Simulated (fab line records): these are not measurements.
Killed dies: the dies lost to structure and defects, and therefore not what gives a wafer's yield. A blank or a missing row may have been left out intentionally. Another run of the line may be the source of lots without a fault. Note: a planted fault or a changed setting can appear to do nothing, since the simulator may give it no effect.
One fault through the eyes of 2 desks | flow n5_finfet | numbers are kept per desk, each desk with only its own; the story behind them comes last

== METROLOGY DESK ==
What the gauges read, lot by lot, whatever tool the lot ran on: means of the sampled wafers that have a number. The brackets show how far a lot's mean lies from the usual mean; more than 4 standard deviations puts the lot out of limits, marked OUT. Of its 10 readings 7 are shown: those that lie furthest out on some lot.
Columns: A = DIBL_N at N5_BEOL_M4_RC_MEAS_101, usual 37.3 mV/V; B = DIBL_P at N5_BEOL_M4_RC_MEAS_101, usual 37.4 mV/V; C = IOFF_P at N5_BEOL_M4_RC_MEAS_101, usual 0.25 nA/um; D = ION_P at N5_BEOL_M4_RC_MEAS_101, usual 468 uA/um; E = SS_P at N5_BEOL_M4_RC_MEAS_101, usual 73.6 mV/dec; F = VT_N at N5_BEOL_M4_RC_MEAS_101, usual 248 mV; G = VT_P at N5_BEOL_M4_RC_MEAS_101, usual -248 mV
lot  | first seen here | A    | B    | C    | D   | E    | F   | G
L978 | day 8 14:34     | 36.8 | 37.0 | 0.26 | 477 | 73.8 | 248 | -246
L980 | day 8 21:13     | 34.8 | 35.4 | 0.19 | 463 | 72.1 | 253 | -251
L985 | day 10 00:09    | 39.2 | 38.0 | 0.28 | 476 | 73.8 | 244 | -244
L989 | day 11 02:35    | 40.7 | 42.1 | 0.35 | 482 | 74.6 | 242 | -242
L993 | day 12 05:07    | 33.7 | 34.2 | 0.20 | 460 | 73.1 | 250 | -251
L994 | day 12 06:49    | 37.4 | 38.7 | 0.27 | 469 | 74.2 | 247 | -245
L996 | day 12 10:40    | 39.2 | 37.6 | 0.25 | 460 | 73.7 | 250 | -249
L998 | day 13 07:53    | 38.7 | 39.5 | 0.26 | 464 | 73.9 | 247 | -250
L999 | day 13 12:40    | 37.3 | 37.8 | 0.24 | 462 | 74.0 | 252 | -250
Finding of this desk: none of the 9 lots has anything out of limits.

== THE TOOL OWNER'S DESK: litho_track-04 ==
The tool's own readings at N5_FIN_SAQP_COAT_50 (time 60 s, resist thk 35 nm): means of the sampled wafers that have a number, for each lot that ran on this tool. The brackets show how far a lot's mean lies from the usual mean; more than 4 standard deviations puts the lot out of limits, marked OUT.
Columns: A = spin_speed_rpm at N5_FIN_SAQP_COAT_50, usual 1500.0 rpm
lot  | first seen here | A
L978 | day 2 05:13     | 1500.7
L985 | day 3 21:26     | 1499.3
L989 | day 4 22:21     | 1500.2
L993 | day 5 21:18     | 1591.2 (+83) OUT
L994 | day 6 04:35     | 1590.4 (+82) OUT
This desk's verdict: out of limits on L993, L994, starting with L993 at day 5 21:18 (spin_speed_rpm at N5_FIN_SAQP_COAT_50). Within limits: L978, L985, L989.

== PUT TOGETHER ==
The tool owner's desk had the chance to raise an alarm at day 5 21:18 on L993, L994.
At the metrology desk, nothing out of limits was observed.
The metrology desk holds a record of L993, L994, inside its limits.
All the named lots went through N5_FIN_SAQP_COAT_50 on litho_track-04.

== WHAT WAS PUT IN BY THE SIMULATOR ==
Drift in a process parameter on litho_track-04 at N5_FIN_SAQP_COAT_50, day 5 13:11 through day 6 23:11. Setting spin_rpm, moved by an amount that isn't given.
Shown lots that were struck: L993, L994.
Hours from the fault's start to each desk's first reading out of limits: the tool owner's desk, 8.
